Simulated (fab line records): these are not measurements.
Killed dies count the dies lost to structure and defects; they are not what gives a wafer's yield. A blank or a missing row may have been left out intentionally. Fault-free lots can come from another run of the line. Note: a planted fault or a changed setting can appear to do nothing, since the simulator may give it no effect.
Chamber matching :: flow n5_finfet :: N5_BEOL_M0_STRIP_104 on rie_diel-01: 4 sister chambers
The step strips in N2/H2. 4 wafers are shown with their chamber, then 8 later ones without.

WAFERS, EACH WITH ITS CHAMBER
wafer: L617.6
chamber: 0
showerhead_plenum_p_Torr (Torr): 2.71

wafer: L622.1
chamber: 1
showerhead_plenum_p_Torr (Torr): 2.65

wafer: L628.6
chamber: 3
showerhead_plenum_p_Torr (Torr): 2.48

wafer: L629.1
chamber: 2
showerhead_plenum_p_Torr (Torr): 2.62

WAFERS WITH NO CHAMBER GIVEN
wafer: L629.2
showerhead_plenum_p_Torr (Torr): 2.64

wafer: L629.4
showerhead_plenum_p_Torr (Torr): 2.70

wafer: L633.1
showerhead_plenum_p_Torr (Torr): 2.69

wafer: L633.3
showerhead_plenum_p_Torr (Torr): 2.47

wafer: L633.6
showerhead_plenum_p_Torr (Torr): 2.69

wafer: L634.1
showerhead_plenum_p_Torr (Torr): 2.47

wafer: L634.3
showerhead_plenum_p_Torr (Torr): 2.61

wafer: L634.4
showerhead_plenum_p_Torr (Torr): 2.69

THE CHAMBER EACH PASSED THROUGH
wafer: L629.2
from the rows above: can't be placed: 1 or 2
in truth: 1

wafer: L629.4
from the rows above: 0
in truth: 0

wafer: L633.1
from the rows above: can't be placed: 0 or 1
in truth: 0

wafer: L633.3
from the rows above: 3
in truth: 3

wafer: L633.6
from the rows above: can't be placed: 0 or 1
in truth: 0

wafer: L634.1
from the rows above: 3
in truth: 3

wafer: L634.3
from the rows above: 2
in truth: 2

wafer: L634.4
from the rows above: can't be placed: 0 or 1
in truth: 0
4 of 8 placed correctly. Cannot be placed on the basis of these rows: 4; the candidates contain the true chamber in 4. Wrongly placed: 0.
How it was worked out, from the rows above alone: a wafer's distance from a chamber is the root of the sum, over the readings, of the square of ((its reading less the chamber's mean) divided by the reading's scatter). If the next closest chamber is less than 2 further off than the closest, the wafer can't be placed; otherwise it belongs to the closest. For every chamber, the mean is computed from those of its wafers that are shown. The scatter: root of mean squared gap, hidden wafer to nearest shown wafer, with one shown wafer a chamber.
